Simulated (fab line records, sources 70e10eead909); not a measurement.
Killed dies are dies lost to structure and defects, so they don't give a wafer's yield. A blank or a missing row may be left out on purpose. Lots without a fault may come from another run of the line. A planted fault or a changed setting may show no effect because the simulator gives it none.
fab line records | flow nand_harc
record lots=5 wafers=15 last_day=33
route steps=1302 shown P_GATE@185 END@1302
lots that met no fault: from a run of the same line without faults
start_h: hours from the record's first day to the start of the lot's first wafer shown | wait_h: hours since the lot's step before | " the same as in the row above | L1.1+2: a row that stands for several wafers | - no value, or no start given | * or withheld: withheld | < > ~ a bound
route shown NAME@n: a module of which the file shows steps, and the number in the route of the first | usual: mean/standard deviation of fault-free wafers | same: alike in all rows | chamber/n: place in a boat | sites: the reading at each site | _std_site: their standard deviation | _edge_site: outer sites' mean less inner sites' | radius_mm: how far each site lies from the wafer's centre | mask NAME#n: copy n | behind: the tool/chamber that last shaped the wafer | hold: why the lot was held/for how many hours/how that ended | device: the transistor (n, p or np) that didn't switch | end of line: the same wafers' tests at the end of the route | a step without rows: its recipe alone | killed: dies lost to structure and defects at the first sort, not the wafer's yield | map: a wafer's dies, x killed, . not, _ none there
set.NAME: the setting as run; set.NAME@STEP: as run at that earlier step | model.NAME: the simulator's own value behind a step, which no gauge read
lots at some steps of the route; a table a step, a row a wafer
services: from which hour (start_h, from the record's first day; less than 0 if before it) a tool's chamber was out of use, for how many hours, and why
## steps
# step NHARC_P_GATE_CD_MEAS_59
# recipe target_cd_nm=720 landing_energy_ev=500
# usual cd_nm=720.0/1.9
# columns lot.wafer tool chamber start_h wait_h cd_nm
L895.1 cd_sem-01 0 115.02 - 718.4
L895.4 " 0 " " 719.2
L895.6 " 0 " " 716.9
L896.3 cd_sem-01 0 122.29 - 720.2
L896.5 " 0 " " 721.7
L896.6 " 0 " " 721.5
L906.2 cd_sem-03 0 217.14 - 720.8
L906.4 " 0 " " 719.3
L906.5 " 0 " " 719.2
L909.1 cd_sem-02 0 255.15 - 720.0
L909.2 " 0 " " 720.9
L909.4 " 0 " " 721.5
L918.1 cd_sem-03 0 345.54 - 721.5
L918.4 " 0 " " 719.4
L918.6 " 0 " " 720.8
# step NHARC_P_GATE_HARDBAKE_60
# recipe temp_c=125 time_s=80
# step NHARC_P_GATE_DESCUM_61
# recipe time_s=3 o2_flow_sccm=200 ar_flow_sccm=0 bias_power_w=0 chemistry=O2
# usual drypump_motor_current_A=5.7/0.39 oes_product_au=1.002/0.0099 rf_vpp_V=57.8/0.9 showerhead_plenum_p_Torr=1.90/0.08 throttle_valve_pct=11.312/0.0085
# columns lot.wafer tool chamber start_h wait_h drypump_motor_current_A oes_product_au rf_hours_counter_h rf_vpp_V showerhead_plenum_p_Torr throttle_valve_pct
L895.4 rie_diel-10 2 115.19 - 5.5 1.009 2.4 58.3 1.90 11.306
L895.1 " 0 " " 5.9 0.974 3.0 59.0 2.00 11.324
L895.6 " 1 " " 5.8 0.980 - 58.7 1.83 11.310
L896.3 rie_diel-01 1 122.46 - 5.6 1.018 6.0 57.7 1.80 11.318
L896.5 " 0 " " 6.1 0.989 - 58.6 1.96 11.309
L896.6 " 1 " " 5.6 1.006 - 56.9 1.80 11.312
L906.2 rie_diel-01 2 217.31 - 6.1 0.987 0 57.0 1.82 11.319
L906.4 " 0 " " 6.1 0.989 0 56.5 1.96 11.300
L906.5 " 1 " " 5.6 1.013 - 56.7 1.80 11.313
L909.2 rie_diel-01 0 255.33 - 6.1 0.994 1.9 57.7 1.96 11.310
L909.1 " 1 " " 5.6 1.013 2.1 57.6 1.80 11.317
L909.4 " 2 " " 6.1 1.007 1.8 56.8 1.82 11.317
L918.1 rie_diel-01 1 345.72 - 5.6 1.009 9.1 57.0 1.80 11.309
L918.4 " 0 " " 6.1 1.001 - 59.1 1.95 11.319
L918.6 " 1 " " 5.6 1.007 - 57.6 1.80 11.318
# step NHARC_P_GATE_IMPLANT_62
# recipe energy_kev=20 dose_cm2=3e+15 tilt_deg=7
# step NHARC_P_GATE_STRIP_112
# recipe power_w=1500 temp_c=110 time_s=200 chemistry=N2/H2
# usual drypump_motor_current_A=5.60/0.24 heater_power_w=90/5.2
# columns lot.wafer tool chamber start_h wait_h drypump_motor_current_A heater_power_w rf_hours_counter_h
L895.1 plasma_asher-02 0 115.54 0.2 5.43 92 6
L895.4 " 0 " " 5.41 93 -
L895.6 " 1 " " 5.96 82 -
L896.3 plasma_asher-02 0 122.90 0.2 5.41 91 -
L896.5 " 0 " " 5.40 93 -
L896.6 " 1 " " 5.95 81 -
L906.2 plasma_asher-02 0 217.72 0.2 5.44 93 26
L906.4 " 0 " " 5.40 94 -
L906.5 " 0 " " 5.41 93 -
L909.1 plasma_asher-01 1 255.68 0.2 5.50 91 16
L909.2 " 0 " " 5.47 92 16
L909.4 " 1 " " 5.50 95 -
L918.1 plasma_asher-02 0 346.09 0.2 5.42 96 18
L918.4 " 0 " " 5.41 97 -
L918.6 " 0 " " 5.42 95 -
# step NHARC_P_GATE_STRIP_76
# recipe power_w=1500 temp_c=250 chemistry=O2
# usual drypump_motor_current_A=5.60/0.23 heater_power_w=337/20
# columns lot.wafer tool chamber start_h wait_h drypump_motor_current_A heater_power_w rf_hours_counter_h
L895.1 plasma_asher-02 0 115.80 0.2 5.42 349 6
L895.4 " 0 " " 5.40 355 -
L895.6 " 1 " " 5.94 302 -
L896.3 plasma_asher-02 0 123.10 0.2 5.42 349 -
L896.5 " 0 " " 5.41 344 -
L896.6 " 1 " " 5.95 303 -
L906.2 plasma_asher-02 0 217.95 0.2 5.42 353 27
L906.4 " 0 " " 5.41 348 -
L906.5 " 0 " " 5.44 340 -
L909.1 plasma_asher-01 1 255.94 0.2 5.51 348 17
L909.2 " 0 " " 5.47 350 17
L909.4 " 1 " " 5.52 357 -
L918.1 plasma_asher-02 0 346.35 0.2 5.42 352 18
L918.4 " 0 " " 5.42 366 -
L918.6 " 0 " " 5.41 356 -
# step NHARC_P_GATE_STRIP_63
# recipe time_s=900 temp_c=130 chemistry=SPM
# step NHARC_P_GATE_DEHYDRATE_83
# recipe temp_c=150 time_s=120
# step NHARC_P_GATE_HMDS_84
# recipe time_s=30
# step NHARC_P_GATE_COAT_85
# recipe spin_rpm=3000
# step NHARC_P_GATE_SOFTBAKE_86
# recipe temp_c=122 time_s=95
# step NHARC_P_GATE_EBR_87
# step NHARC_P_GATE_EXPOSE_88
# recipe na=0.6 target_cd_nm=2000 dose_mj=11.87 mask_id=P_HVN
# columns lot.wafer tool chamber start_h wait_h mask
L895.1+4+6 krf_scanner-02 0 116.44 - P_HVN#0
L896.3+5+6 krf_scanner-04 0 123.86 - P_HVN#0
L906.2+4+5 krf_scanner-03 0 218.70 - P_HVN#0
L909.1+2+4 krf_scanner-03 0 256.58 - P_PSD#0
L918.1+4+6 krf_scanner-04 0 347.12 - P_HVN#0
# step NHARC_P_GATE_PEB_89
# recipe peb_temp_c=118 peb_time_s=85
# step NHARC_P_GATE_DEVELOP_90
# recipe time_s=70
# step NHARC_P_GATE_CD_MEAS_91
# recipe target_cd_nm=2000 landing_energy_ev=500
# usual cd_nm=1999.4/1.9
# columns lot.wafer tool chamber start_h wait_h cd_nm
L895.1 cd_sem-03 0 116.59 - 2000.5
L895.4 " 0 " " 1997.1
L895.6 " 0 " " 2000.1
L896.3 cd_sem-01 0 124.01 - 1997.5
L896.5 " 0 " " 1999.7
L896.6 " 0 " " 2000.0
L906.2 cd_sem-01 0 218.86 - 2003.0
L906.4 " 0 " " 2001.4
L906.5 " 0 " " 2002.9
L909.1 cd_sem-02 0 256.73 - -
L909.2 " 0 " " -
L909.4 " 0 " " -
L918.1 cd_sem-01 0 347.28 - 2000.0
L918.4 " 0 " " 2001.3
L918.6 " 0 " " 1999.2
# step NHARC_P_GATE_HARDBAKE_92
# recipe temp_c=125 time_s=80
# step NHARC_END_SORT_01
# recipe temp_c=25
# usual killed_at_array=64/16 killed_at_other=1.0/1.1 killed_at_periphery=3.5/2.3 killed_dies=69/17 killed_open=3.2/1.6 killed_short=2.4/1.6
# same gross_dies=677
# columns lot.wafer tool chamber start_h wait_h killed_at_array killed_at_other killed_at_periphery killed_dies killed_open killed_short
L896.3 prober-01 0 577.44 3.1 87 0 10 97 2 4
L896.5 prober-01 0 579.04 3.7 82 0 4 86 3 3
L896.6 prober-01 0 579.84 4.0 80 0 6 86 1 3
L909.1 prober-02 0 707.01 2.5 34 0 643 677 1 2
L909.2 prober-02 0 707.80 2.8 38 0 639 677 4 0
L909.4 prober-02 0 709.39 3.4 47 2 628 677 1 2
# killed by level:class
L896.3 A_SLIT:chamber_film_flake=29 A_CHANNEL_HOLE_D2:chamber_film_flake=26 A_CHANNEL_HOLE_D1:chamber_film_flake=22 P_GATE:chamber_film_flake=5 P_M0:chamber_film_flake=2 A_STAIRCASE:chamber_film_flake=2 A_CONTACT:chamber_film_flake=2 P_GATE:geometric_particle:open=1
L896.5 A_CHANNEL_HOLE_D1:chamber_film_flake=27 A_SLIT:chamber_film_flake=24 A_CHANNEL_HOLE_D2:chamber_film_flake=19 P_GATE:chamber_film_flake=2 A_CONTACT:chamber_film_flake=2 A_DECK1_JOINT:chamber_film_flake=2 A_STAIRCASE:chamber_film_flake=2 P_GATE:geometric_particle:open=1
L896.6 A_CHANNEL_HOLE_D2:chamber_film_flake=28 A_SLIT:chamber_film_flake=24 A_CHANNEL_HOLE_D1:chamber_film_flake=18 A_DECK1_JOINT:chamber_film_flake=3 P_GATE:chamber_film_flake=2 P_M0:chamber_film_flake=2 A_CONTACT:chamber_film_flake=2 A_CONTACT:unspecified=2
L909.1 P_GATE:area_expose=634 A_CHANNEL_HOLE_D2:chamber_film_flake=22 P_BONDPAD:chamber_film_flake=5 A_CHANNEL_HOLE_D1:chamber_film_flake=5 P_M0:chamber_film_flake=4 A_CHANNEL_FILL_D1:chamber_film_flake=2 A_STAIRCASE:chamber_film_flake=2 A_ONON_D2:geometric_particle:short=1
L909.2 P_GATE:area_expose=631 A_CHANNEL_HOLE_D2:chamber_film_flake=20 A_CHANNEL_HOLE_D1:chamber_film_flake=7 A_SLIT:chamber_film_flake=6 P_BONDPAD:chamber_film_flake=5 A_WL_FILL:geometric_particle:open=2 P_M0:chamber_film_flake=2 A_DECK1_JOINT:geometric_particle:open=1
L909.4 P_GATE:area_expose=623 A_CHANNEL_HOLE_D2:chamber_film_flake=26 A_CHANNEL_HOLE_D1:chamber_film_flake=12 A_SLIT:chamber_film_flake=4 P_M0:chamber_film_flake=3 THIN_TSV:chamber_film_flake=2 A_ONON_D1:geometric_particle:short=1 A_ONON_D2:geometric_particle:short=1
# map L909.1 (x killed, . not)
____________x____________
_________xxxxxxx_________
_______xxxxxxxxxxx_______
______xxxxxxxxxxxxx______
_____xxxxxxxxxxxxxxx_____
____xxxxxxxxxxxxxxxxx____
____xxxxxxxxxxxxxxxxx____
___xxxxxxxxxxxxxxxxxxx___
___xxxxxxxxxxxxxxxxxxx___
__xxxxxxxxxxxxxxxxxxxxx__
__xxxxxxxxxxxxxxxxxxxxx__
_xxxxxxxxxxxxxxxxxxxxxxx_
_xxxxxxxxxxxxxxxxxxxxxxx_
_xxxxxxxxxxxxxxxxxxxxxxx_
_xxxxxxxxxxxxxxxxxxxxxxx_
_xxxxxxxxxxxxxxxxxxxxxxx_
xxxxxxxxxxxxxxxxxxxxxxxxx
xxxxxxxxxxxxxxxxxxxxxxxxx
xxxxxxxxxxxxxxxxxxxxxxxxx
xxxxxxxxxxxxxxxxxxxxxxxxx
xxxxxxxxxxxxxxxxxxxxxxxxx
_xxxxxxxxxxxxxxxxxxxxxxx_
_xxxxxxxxxxxxxxxxxxxxxxx_
_xxxxxxxxxxxxxxxxxxxxxxx_
_xxxxxxxxxxxxxxxxxxxxxxx_
_xxxxxxxxxxxxxxxxxxxxxxx_
__xxxxxxxxxxxxxxxxxxxxx__
__xxxxxxxxxxxxxxxxxxxxx__
___xxxxxxxxxxxxxxxxxxx___
___xxxxxxxxxxxxxxxxxxx___
____xxxxxxxxxxxxxxxxx____
____xxxxxxxxxxxxxxxxx____
_____xxxxxxxxxxxxxxx_____
______xxxxxxxxxxxxx______
_______xxxxxxxxxxx_______
_________xxxxxxx_________
____________x____________
# map L906.4 (x killed, . not)
____________.____________
_________...x..._________
_______..........._______
______.............______
_____.........x....._____
____.................____
____.......xx........____
___..........x......x.___
___........x.......x.x___
__.x.............x.xxx.__
__................xxxxx__
_..................xxxxx_
_..................xxxx._
_..................xx.x._
_................x......_
_...................x..._
.........................
.................x.......
.....................x...
...........x.............
....................x....
_.....................x._
_..............x........_
_..........x.x...x......_
_........x...........x.._
_......................._
__.........x...x.xx....__
__........x.xxx..x.....__
___...........x..x....___
___..........x...x....___
____.................____
____.................____
_____.............x._____
______.............______
_______..........._______
_________......._________
____________x____________
## services
# columns tool chamber start_h hours kind
krf_scanner-02 - 112.16 2.4 repair
krf_scanner-02 - 128.11 1.4 repair
krf_scanner-04 - 131.76 1.7 repair
plasma_asher-01 - 144.46 1.9 repair
plasma_asher-01 - 165.13 9.0 pm
krf_scanner-04 - 182.00 4.0 pm
rie_diel-01 2 192.03 7.2 repair
rie_diel-01 - 203.80 9.0 pm
krf_scanner-04 - 210.91 0.3 repair
rie_diel-01 0 220.17 5.0 repair
krf_scanner-03 - 224.01 4.0 pm
rie_diel-01 0 231.12 6.9 repair
rie_diel-10 - 242.50 9.0 pm
krf_scanner-04 - 243.16 6.1 repair
plasma_asher-02 - 254.22 9.0 pm
rie_diel-10 0 263.36 3.4 repair
krf_scanner-04 - 277.92 2.2 repair
krf_scanner-03 - 280.84 5.0 repair
rie_diel-01 - 283.29 2.2 repair
plasma_asher-01 - 311.89 4.3 repair
plasma_asher-02 - 328.75 3.6 repair
plasma_asher-02 - 332.96 3.0 repair
plasma_asher-01 - 342.13 9.0 pm
rie_diel-01 2 342.79 9.9 repair
## key
first_sign step=NHARC_P_GATE_EXPOSE_88 reading=mask direction=changed
effect step=NHARC_P_GATE_CD_MEAS_91 reading=cd_nm direction=missing
effect step=NHARC_END_SORT_01 reading=killed_at_periphery direction=up sigmas=99+ usual=3.5 struck=636.7
more_kills_born_at NHARC_P_GATE_EXPOSE_88@krf_scanner-03=1888
met_at NHARC_P_GATE_EXPOSE_88
struck_wafers L909.1,L909.2,L909.4
later_rows_left_out L909.1,L909.2,L909.4
tester_left_out L909
onset_between 218.70 256.58
fault kind=wrong_mask tool=any chamber=- onset_h=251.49 steps=NHARC_P_GATE_EXPOSE_88 aux_copy=P_PSD#0 scope=struck_lots_only
# tester_left_out: of these lots the tester's yield and bins aren't shown, on N5 and GAA mostly nor the transistor test; their killed dies are dies lost to structure and defects alone, not to doping, threshold or leakage, so they don't give the yield
# later_rows_left_out: the simulator's readings of these wafers behind a module that went badly wrong aren't trusted and aren't shown, but for the sort
